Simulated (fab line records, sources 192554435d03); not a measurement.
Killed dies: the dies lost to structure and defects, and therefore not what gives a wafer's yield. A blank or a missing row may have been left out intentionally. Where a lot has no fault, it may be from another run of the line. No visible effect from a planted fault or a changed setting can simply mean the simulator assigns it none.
fab line records	flow n5Finfet
[record] lots = 5	wafers = 15	lastDay = 16
route steps=1938 shown PMOS_HMC_CHANNEL_EPI@83 FIN_SAQP@90
lots with no fault: from the same line, run without faults
startH: hours from the record's first day to the start of the lot's first wafer shown	waitH: how many hours have passed since the lot's step before this one	" identical to the entry in the row above	L1.1+2: several wafers, shown together as one row	- either no value or no given start	* or withheld: withheld	< > ~ a bound
route shown NAME@n: NAME is a module with steps in the file, n the number in the route of the first one	usual: the fault-free wafers' mean and standard deviation	same: alike in all rows	chamber/n: place in a boat	sites: each site's reading	_std_site: how widely they spread, as a standard deviation	_edge_site: inner sites' mean taken away from outer sites' mean	radiusMm: for every site, how far away it sits from the centre of the wafer	mask NAME#n: copy n	behind: the tool/chamber that last shaped the wafer	hold: cause of the lot's hold/its duration in hours/its outcome	device: which transistor (n, p or np) failed to switch	end of line: the tests these same wafers got at the end of their route	a step without rows: its recipe alone	killed: dies lost to structure and defects at the first sort, not the wafer's yield	map: a wafer's dies, x killed, . not, _ none there
set.NAME: the setting that was run; set.NAME@STEP: the one run at that earlier step	model.NAME: the simulator's own value behind a step, which no gauge read
a table for each step, a row for each wafer; lots at some steps of the route
services: the hour from which a tool's chamber was out of use, counted from the record's first day as startH (under 0 if before that day), plus the number of hours and why
[[steps]]
[step N5_PMOS_HMC_CHANNEL_EPI_PRECLEAN_40]
[recipe] chemistry = DHF	timeS = 30	tempC = 25	dilution = withheld
[same] timeS = 30
lot.wafer	tool	chamber	startH	waitH
L084.1+3+6	wetBench-03	2,3,1	81.14	0.0
L085.2+4+6	wetBench-02	4,5,0	86.26	0.0
L088.2+3+5	wetBench-06	3,2,1	104.34	0.0
L089.2+3+4	wetBench-03	3,5,4	110.30	0.0
L094.2+3+4	wetBench-03	6,7,2	139.93	0.0
[step N5_PMOS_HMC_CHANNEL_EPI_PRECLEAN_37]
[recipe] chemistry = O3/DIW	timeS = 45	tempC = 22	o3Ppm = 10
[usual] bathHeatDutyPct = 2.5/0.45
[same] timeS = 45
lot.wafer	tool	chamber	startH	waitH	bathHeatDutyPct
L084.1	wetBench-03	2	81.15	0.0	2.0
L084.3	"	3	"	"	1.8
L084.6	"	1	"	"	3.1
L085.2	wetBench-02	4	86.27	0.0	2.3
L085.4	"	5	"	"	2.7
L085.6	"	0	"	"	2.4
L088.2	wetBench-06	3	104.35	0.0	1.9
L088.3	"	2	"	"	2.5
L088.5	"	1	"	"	2.3
L089.2	wetBench-03	3	110.31	0.0	1.2
L089.3	"	5	"	"	2.6
L089.4	"	4	"	"	2.9
L094.2	wetBench-03	6	139.94	0.0	2.5
L094.3	"	7	"	"	2.4
L094.4	"	2	"	"	1.8
[step N5_PMOS_HMC_CHANNEL_EPI_PRECLEAN_24]
[recipe] chemistry = DHF	timeS = 30	tempC = 25	dilution = withheld
[same] timeS = 30
lot.wafer	tool	chamber	startH	waitH
L084.1+3+6	wetBench-03	2,3,1	81.16	0.0
L085.2+4+6	wetBench-02	4,5,0	86.28	0.0
L088.2+3+5	wetBench-06	3,2,1	104.36	0.0
L089.2+3+4	wetBench-03	3,5,4	110.33	0.0
L094.2+3+4	wetBench-03	6,7,2	139.95	0.0
[step N5_PMOS_HMC_CHANNEL_EPI_SRD_25]
[recipe] dry = ipaMarangoni	doPpb = 5	timeS = 30	tempC = 23	rinseLiquid = diw
[usual] bathHeatDutyPct = 3.8/0.55
[same] timeS = 30
lot.wafer	tool	chamber	startH	waitH	bathHeatDutyPct
L084.1	wetBench-03	2	81.17	0.0	4.0
L084.3	"	3	"	"	3.2
L084.6	"	1	"	"	4.1
L085.2	wetBench-02	4	86.29	0.0	3.4
L085.4	"	5	"	"	4.2
L085.6	"	0	"	"	4.1
L088.2	wetBench-06	3	104.37	0.0	2.9
L088.3	"	2	"	"	4.7
L088.5	"	1	"	"	3.9
L089.2	wetBench-03	3	110.34	0.0	3.5
L089.3	"	5	"	"	4.5
L089.4	"	4	"	"	3.9
L094.2	wetBench-03	6	139.96	0.0	4.4
L094.3	"	7	"	"	4.7
L094.4	"	2	"	"	3.3
[step N5_PMOS_HMC_CHANNEL_EPI_EPI_26]
[recipe] material = Si	targetThkA = 38	tempC = 650	precursor = SiH4/H2	pressureTorr = 20	timeS = 22.7
[usual] chamberPressureTorr = 20.00/0.04	throttleValvePct = 11.28/0.23
[same] timeS = 22.7
lot.wafer	tool	chamber	startH	waitH	chamberPressureTorr	throttleValvePct
L084.1	epiRpcvd-02	0	81.22	0.0	19.99	11.86
L084.3	"	0	"	"	20.03	11.38
L084.6	"	0	"	"	19.94	11.51
L085.2	epiRpcvd-04	0	86.43	0.1	19.98	11.16
L085.4	"	0	"	"	19.96	10.84
L085.6	"	0	"	"	20.02	10.89
L088.2	epiRpcvd-03	0	104.49	0.1	20.00	11.16
L088.3	"	0	"	"	19.99	11.07
L088.5	"	0	"	"	19.99	11.34
L089.2	epiRpcvd-02	0	110.45	0.1	20.02	11.49
L089.3	"	0	"	"	20.04	11.69
L089.4	"	0	"	"	20.07	11.60
L094.2	epiRpcvd-03	0	140.08	0.1	19.97	11.47
L094.3	"	0	"	"	19.97	11.14
L094.4	"	0	"	"	20.01	11.27
[step N5_PMOS_HMC_CHANNEL_EPI_INSPECT_30]
[recipe] inspectInstrument = darkfield	mode = postEpi
[usual] rawDefectCount = 17/6.5
lot.wafer	tool	chamber	startH	waitH	rawDefectCount
L084.1	defectInspect-02	-	81.69	0.0	16
L084.3	"	-	"	"	13
L084.6	"	-	"	"	14
L085.2	defectInspect-01	-	86.95	0.0	17
L085.4	"	-	"	"	16
L085.6	"	-	"	"	11
L088.2	defectInspect-01	-	104.89	0.0	13
L088.3	"	-	"	"	17
L088.5	"	-	"	"	21
L089.2	defectInspect-02	-	110.86	0.0	15
L089.3	"	-	"	"	19
L089.4	"	-	"	"	16
L094.2	defectInspect-02	-	140.48	0.0	17
L094.3	"	-	"	"	19
L094.4	"	-	"	"	27
[step N5_FIN_SAQP_PRECLEAN_42]
[recipe] chemistry = O3/DIW	timeS = 60	tempC = 22	o3Ppm = 10
[usual] bathHeatDutyPct = 2.3/0.47
[same] timeS = 60
lot.wafer	tool	chamber	startH	waitH	bathHeatDutyPct
L084.1	wetBench-05	4	81.72	0.0	2.3
L084.3	"	2	"	"	2.0
L084.6	"	1	"	"	2.6
L085.2	wetBench-01	4	86.97	0.0	2.3
L085.4	"	1	"	"	2.1
L085.6	"	3	"	"	1.9
L088.2	wetBench-04	0	104.92	0.0	1.4
L088.3	"	4	"	"	2.0
L088.5	"	6	"	"	1.8
L089.2	wetBench-05	1	110.89	0.0	1.5
L089.3	"	2	"	"	3.3
L089.4	"	3	"	"	2.1
L094.2	wetBench-05	6	140.51	0.0	2.4
L094.3	"	3	"	"	2.3
L094.4	"	4	"	"	2.6
[step N5_FIN_SAQP_PRECLEAN_00]
[recipe] chemistry = SC1	timeS = 60	tempC = 55	mix = 1:2:50
[usual] bathHeatDutyPct = 8.4/0.98
[same] timeS = 60
lot.wafer	tool	chamber	startH	waitH	bathHeatDutyPct
L084.1	wetBench-05	4	81.73	0.0	9.4
L084.3	"	2	"	"	9.6
L084.6	"	1	"	"	7.4
L085.2	wetBench-01	4	86.99	0.0	7.7
L085.4	"	1	"	"	7.9
L085.6	"	3	"	"	7.5
L088.2	wetBench-04	0	104.94	0.0	8.8
L088.3	"	4	"	"	9.5
L088.5	"	6	"	"	6.9
L089.2	wetBench-05	1	110.91	0.0	8.1
L089.3	"	2	"	"	9.2
L089.4	"	3	"	"	7.9
L094.2	wetBench-05	6	140.53	0.0	8.1
L094.3	"	3	"	"	7.5
L094.4	"	4	"	"	9.0
[step N5_FIN_SAQP_PRECLEAN_44]
[recipe] chemistry = SC2	timeS = 45	tempC = 35	mix = 1:1:50
[usual] bathHeatDutyPct = 3.3/0.48
[same] timeS = 45
lot.wafer	tool	chamber	startH	waitH	bathHeatDutyPct
L084.1	wetBench-05	4	81.75	0.0	3.4
L084.3	"	2	"	"	3.7
L084.6	"	1	"	"	3.7
L085.2	wetBench-01	4	87.01	0.0	3.0
L085.4	"	1	"	"	3.4
L085.6	"	3	"	"	3.3
L088.2	wetBench-04	0	104.95	0.0	3.1
L088.3	"	4	"	"	4.1
L088.5	"	6	"	"	3.3
L089.2	wetBench-05	1	110.93	0.0	2.9
L089.3	"	2	"	"	3.1
L089.4	"	3	"	"	3.0
L094.2	wetBench-05	6	140.55	0.0	2.4
L094.3	"	3	"	"	3.3
L094.4	"	4	"	"	3.5
[step N5_FIN_SAQP_SRD_01]
[recipe] dry = ipaMarangoni	timeS = 30	tempC = 23	rinseLiquid = diw
[usual] bathHeatDutyPct = 3.6/0.52
[same] timeS = 30
lot.wafer	tool	chamber	startH	waitH	bathHeatDutyPct
L084.1	wetBench-05	4	81.76	0.0	4.0
L084.3	"	2	"	"	3.4
L084.6	"	1	"	"	3.2
L085.2	wetBench-01	4	87.02	0.0	3.3
L085.4	"	1	"	"	3.7
L085.6	"	3	"	"	3.2
L088.2	wetBench-04	0	104.97	0.0	3.1
L088.3	"	4	"	"	4.7
L088.5	"	6	"	"	3.0
L089.2	wetBench-05	1	110.94	0.0	3.2
L089.3	"	2	"	"	3.9
L089.4	"	3	"	"	2.7
L094.2	wetBench-05	6	140.56	0.0	3.8
L094.3	"	3	"	"	3.3
L094.4	"	4	"	"	3.3
[step N5_FIN_SAQP_ALD_61]
[recipe] material = SiO2	targetThkA = 40	tempC = 300	aldPrecursorFamily = BDEAS	aldCoReactant = O2-plasma	pulseTimeS = 1	purgeTimeS = 2	coReactantPurgeTimeS = 2	aldCycles = 43	pressureTorr = 2
[usual] chamberPressureTorr = 2.000/0.0047	heaterPowerW = 489/40	precursorPulseHeightRel = 1.001/0.022
lot.wafer	tool	chamber	startH	waitH	chamberPressureTorr	heaterPowerW	precursorPulseHeightRel
L084.1	aldSin-03	1	81.81	0.0	1.993	528	1.030
L084.3	"	0	"	"	2.003	479	1.050
L084.6	"	3	"	"	2.002	554	1.007
L085.2	aldSin-04	1	88.09	1.0	2.005	467	0.950
L085.4	"	2	"	"	2.007	471	1.020
L085.6	"	1	"	"	1.999	479	0.964
L088.2	aldSin-04	3	105.01	0.0	2.007	514	1.014
L088.3	"	1	"	"	1.999	479	0.971
L088.5	"	2	"	"	2.001	474	1.006
L089.2	aldSin-03	3	111.47	0.5	1.991	530	0.987
L089.3	"	0	"	"	1.998	515	1.033
L089.4	"	1	"	"	2.004	510	0.996
L094.2	aldSin-04	3	140.60	0.0	2.000	525	1.046
L094.3	"	1	"	"	1.996	466	0.979
L094.4	"	0	"	"	2.003	516	1.023
[step N5_FIN_SAQP_DENSIFY_62]
[recipe] tempC = 700	timeS = 60	ambient = N2	idleTempC = 600	rampUpCPerS = 150	rampDownCPerS = 60	coolToC = 600
[usual] lampPowerPct = 9.84/0.055	lamp_zone_6_pct = 9.770/0.0099	wafer_temp_C_max = 703.3/0.62
[same] timeS = 60
lot.wafer	tool	chamber	startH	waitH	lampPowerPct	lamp_zone_6_pct	wafer_temp_C_max
L084.1	rtpAnneal-01	0	82.01	0.1	9.83	9.764	702.6
L084.3	"	0	"	"	9.78	9.760	704.7
L084.6	"	0	"	"	9.88	9.793	704.6
L085.2	rtpAnneal-01	0	88.32	0.1	9.75	9.758	702.8
L085.4	"	0	"	"	9.84	9.773	703.3
L085.6	"	0	"	"	9.90	9.764	704.0
L088.2	rtpAnneal-01	0	105.33	0.2	9.78	9.778	703.4
L088.3	"	0	"	"	9.82	9.769	703.2
L088.5	"	0	"	"	9.85	9.776	703.0
L089.2	rtpAnneal-02	0	111.71	0.1	9.78	9.778	704.1
L089.3	"	0	"	"	9.91	9.780	702.9
L089.4	"	0	"	"	9.86	9.767	702.8
L094.2	rtpAnneal-02	0	140.97	0.3	9.85	9.774	702.9
L094.3	"	0	"	"	9.91	9.760	703.2
L094.4	"	0	"	"	9.77	9.770	702.7
[step N5_FIN_SAQP_HM_DEP_03]
[recipe] material = SiNx	targetThkA = 380	tempC = 400	precursor = SiH4/NH3/N2	pressureTorr = 1.5	rfW = 300	timeS = 33.6
[usual] chamberPressureTorr = 1.4999/0.0029	heaterPowerW = 772/120	showerheadPlenumPTorr = 5.11/0.079	throttleValvePct = 38.5/1.9
[same] timeS = 33.6
lot.wafer	tool	chamber	startH	waitH	chamberPressureTorr	heaterPowerW	showerheadPlenumPTorr	throttleValvePct
L084.1	pecvd-03	0	82.23	0.2	1.4986	747	5.11	42.5
L084.3	"	2	"	"	1.5006	994	5.04	38.4
L084.6	"	1	"	"	1.5026	739	5.18	39.1
L085.2	pecvd-03	0	88.50	0.2	1.5008	870	5.10	42.6
L085.4	"	2	"	"	1.4987	986	5.04	38.2
L085.6	"	0	"	"	1.4991	844	5.11	42.4
L088.2	pecvd-03	2	105.66	0.3	1.5017	932	5.03	38.5
L088.3	"	0	"	"	1.4989	831	5.11	42.7
L088.5	"	1	"	"	1.4972	680	5.20	39.2
L089.2	pecvd-03	0	111.89	0.2	1.5028	842	5.09	42.6
L089.3	"	2	"	"	1.4974	915	5.05	38.3
L089.4	"	2	"	"	1.4968	937	5.06	38.3
L094.2	pecvd-04	1	141.17	0.2	1.4997	572	5.00	40.3
L094.3	"	0	"	"	1.4978	580	5.08	38.1
L094.4	"	1	"	"	1.4961	581	5.02	40.6
[step N5_FIN_SAQP_THK_MEAS_05]
[usual] thkNm = 38.0/0.44
lot.wafer	tool	chamber	startH	waitH	thkNm
L084.1	filmMetro-01	-	82.31	0.1	37.6
L084.3	"	-	"	"	37.5
L084.6	"	-	"	"	38.1
L085.2	filmMetro-01	-	88.59	0.1	37.2
L085.4	"	-	"	"	38.4
L085.6	"	-	"	"	38.0
L088.2	filmMetro-02	-	105.75	0.1	37.6
L088.3	"	-	"	"	37.9
L088.5	"	-	"	"	37.8
L089.2	filmMetro-02	-	111.99	0.1	37.8
L089.3	"	-	"	"	37.6
L089.4	"	-	"	"	38.1
L094.2	filmMetro-02	-	141.26	0.1	37.7
L094.3	"	-	"	"	37.4
L094.4	"	-	"	"	37.9
[step N5_FIN_SAQP_PECVD_47]
[recipe] material = a-Si	targetThkA = 450	tempC = 400	precursor = SiH4/He	pressureTorr = 3	rfW = 100	timeS = 36.3
[usual] chamberPressureTorr = 2.999/0.0069	heaterPowerW = 826/130	showerheadPlenumPTorr = 5.64/0.066	throttleValvePct = 17.7/0.78
[same] timeS = 36.3
lot.wafer	tool	chamber	startH	waitH	chamberPressureTorr	heaterPowerW	showerheadPlenumPTorr	throttleValvePct
L084.1	pecvd-02	2	82.35	0.0	3.004	925	5.68	16.3
L084.3	"	0	"	"	3.006	938	5.61	17.1
L084.6	"	0	"	"	3.005	920	5.62	16.9
L085.2	pecvd-04	2	88.63	0.0	3.001	996	5.77	18.1
L085.4	"	1	"	"	2.996	546	5.57	18.3
L085.6	"	2	"	"	2.997	990	5.77	18.0
L088.2	pecvd-04	1	105.78	0.0	3.001	656	5.57	18.2
L088.3	"	0	"	"	3.013	733	5.62	17.6
L088.5	"	1	"	"	2.997	643	5.57	18.3
L089.2	pecvd-02	2	112.03	0.0	2.993	967	5.67	16.5
L089.3	"	1	"	"	3.011	791	5.59	16.5
L089.4	"	0	"	"	2.999	829	5.62	16.9
L094.2	pecvd-03	2	141.30	0.0	2.992	1034	5.57	17.8
L094.3	"	0	"	"	3.004	918	5.62	19.5
L094.4	"	1	"	"	3.011	754	5.71	17.7
[step N5_FIN_SAQP_PECVD_48]
[recipe] material = SiNx	targetThkA = 250	tempC = 400	precursor = SiH4/NH3/N2	pressureTorr = 1.5	rfW = 300	timeS = 22.1
[usual] chamberPressureTorr = 1.4993/0.003	heaterPowerW = 754/130	showerheadPlenumPTorr = 5.11/0.089	throttleValvePct = 38.8/1.8
[same] timeS = 22.1
lot.wafer	tool	chamber	startH	waitH	chamberPressureTorr	heaterPowerW	showerheadPlenumPTorr	throttleValvePct
L084.1	pecvd-02	2	82.39	0.0	1.4971	907	5.16	35.9
L084.3	"	0	"	"	1.4995	859	5.07	37.5
L084.6	"	0	"	"	1.4942	834	5.08	37.2
L085.2	pecvd-04	2	88.67	0.0	1.5048	800	5.29	40.4
L085.4	"	1	"	"	1.4982	482	5.01	40.3
L085.6	"	2	"	"	1.5021	819	5.27	40.2
L088.2	pecvd-04	1	105.83	0.0	1.4953	590	5.02	40.4
L088.3	"	0	"	"	1.4997	624	5.09	38.2
L088.5	"	1	"	"	1.5035	584	5.00	40.1
L089.2	pecvd-02	2	112.07	0.0	1.4982	900	5.17	36.2
L089.3	"	1	"	"	1.5007	646	5.04	36.7
L089.4	"	0	"	"	1.5002	705	5.06	37.4
L094.2	pecvd-03	2	141.34	0.0	1.5020	989	5.05	38.5
L094.3	"	0	"	"	1.5072	824	5.11	42.7
L094.4	"	1	"	"	1.4923	718	5.19	39.3
[step N5_FIN_SAQP_PECVD_06]
[recipe] material = a-Si	targetThkA = 600	tempC = 400	precursor = SiH4/He	pressureTorr = 3	rfW = 100	timeS = 48.1
[usual] chamberPressureTorr = 3.001/0.0061	heaterPowerW = 819/130	showerheadPlenumPTorr = 5.64/0.067	throttleValvePct = 17.7/0.82
[same] timeS = 48.1
lot.wafer	tool	chamber	startH	waitH	chamberPressureTorr	heaterPowerW	showerheadPlenumPTorr	throttleValvePct
L084.1	pecvd-02	2	82.43	0.0	2.997	972	5.69	16.5
L084.3	"	0	"	"	3.006	851	5.61	16.8
L084.6	"	0	"	"	3.006	855	5.62	17.2
L085.2	pecvd-04	2	88.71	0.0	2.998	847	5.77	18.4
L085.4	"	1	"	"	3.001	597	5.57	18.4
L085.6	"	2	"	"	2.994	849	5.76	18.3
L088.2	pecvd-04	1	105.86	0.0	3.001	643	5.57	18.3
L088.3	"	0	"	"	3.009	637	5.62	17.4
L088.5	"	1	"	"	3.000	645	5.57	18.5
L089.2	pecvd-02	2	112.11	0.0	2.997	850	5.67	16.5
L089.3	"	1	"	"	3.000	770	5.59	17.0
L089.4	"	0	"	"	2.998	817	5.63	17.0
L094.2	pecvd-03	2	141.38	0.0	3.007	983	5.58	17.5
L094.3	"	0	"	"	3.006	960	5.64	19.2
L094.4	"	1	"	"	3.005	832	5.72	17.9
[step N5_FIN_SAQP_THK_MEAS_07]
[usual] thkNm = 60.0/0.83
lot.wafer	tool	chamber	startH	waitH	thkNm
L084.1	filmMetro-01	-	82.52	0.1	58.4
L084.3	"	-	"	"	59.2
L084.6	"	-	"	"	59.4
L085.2	filmMetro-01	-	88.80	0.1	60.9
L085.4	"	-	"	"	61.7
L085.6	"	-	"	"	61.3
L088.2	filmMetro-01	-	105.95	0.1	59.7
L088.3	"	-	"	"	58.8
L088.5	"	-	"	"	61.0
L089.2	filmMetro-02	-	112.21	0.1	59.3
L089.3	"	-	"	"	59.3
L089.4	"	-	"	"	59.7
L094.2	filmMetro-02	-	141.47	0.1	59.5
L094.3	"	-	"	"	58.3
L094.4	"	-	"	"	59.7
[step N5_FIN_SAQP_HM_DEP_72]
[recipe] material = SiO2	targetThkA = 120	tempC = 400	precursor = SiH4/N2O	pressureTorr = 0.75	rfW = 275	timeS = 7.2
[usual] chamberPressureTorr = 0.7500/0.0014	heaterPowerW = 752/120	showerheadPlenumPTorr = 8.08/0.18
[same] timeS = 7.2
lot.wafer	tool	chamber	startH	waitH	chamberPressureTorr	heaterPowerW	showerheadPlenumPTorr
L084.1	pecvd-03	1	82.56	0.0	0.7514	756	8.28
L084.3	"	2	"	"	0.7490	836	7.93
L084.6	"	0	"	"	0.7494	839	8.05
L085.2	pecvd-03	1	88.84	0.0	0.7484	706	8.28
L085.4	"	2	"	"	0.7512	969	7.95
L085.6	"	1	"	"	0.7502	711	8.25
L088.2	pecvd-04	0	105.99	0.0	0.7518	621	8.03
L088.3	"	1	"	"	0.7497	507	7.86
L088.5	"	0	"	"	0.7508	635	8.05
L089.2	pecvd-03	0	112.25	0.0	0.7472	742	8.09
L089.3	"	1	"	"	0.7514	785	8.24
L089.4	"	2	"	"	0.7511	884	7.94
L094.2	pecvd-02	2	141.50	0.0	0.7508	873	8.19
L094.3	"	0	"	"	0.7511	763	7.99
L094.4	"	1	"	"	0.7485	660	7.94
[[services]]
tool	chamber	startH	hours	kind
pecvd-02	-	60.92	1.2	repair
epiRpcvd-02	-	67.37	0.4	repair
wetBench-03	-	69.50	1.9	pm
pecvd-04	2	74.17	13.8	repair
pecvd-03	-	77.78	0.3	repair
pecvd-02	2	79.20	2.1	scheduledDown
aldSin-03	-	85.29	14.0	pm
aldSin-03	0	85.29	14.0	ventCycle
aldSin-03	1	85.29	14.0	ventCycle
aldSin-03	2	85.29	14.0	ventCycle
aldSin-03	3	85.29	14.0	ventCycle
wetBench-02	-	89.82	1.7	repair
pecvd-02	2	90.41	5.5	scheduledDown
pecvd-02	0	95.88	5.5	scheduledDown
aldSin-03	0	99.29	-	clean
aldSin-03	1	99.29	-	clean
aldSin-03	2	99.29	-	clean
aldSin-03	3	99.29	-	clean
wetBench-01	-	102.91	3.2	repair
pecvd-04	-	108.50	5.5	pm
epiRpcvd-02	-	111.95	1.8	repair
epiRpcvd-04	-	117.36	0.6	repair
pecvd-04	0	120.21	5.5	scheduledDown
rtpAnneal-01	-	133.46	101.8	pm
[[key]]
fault none
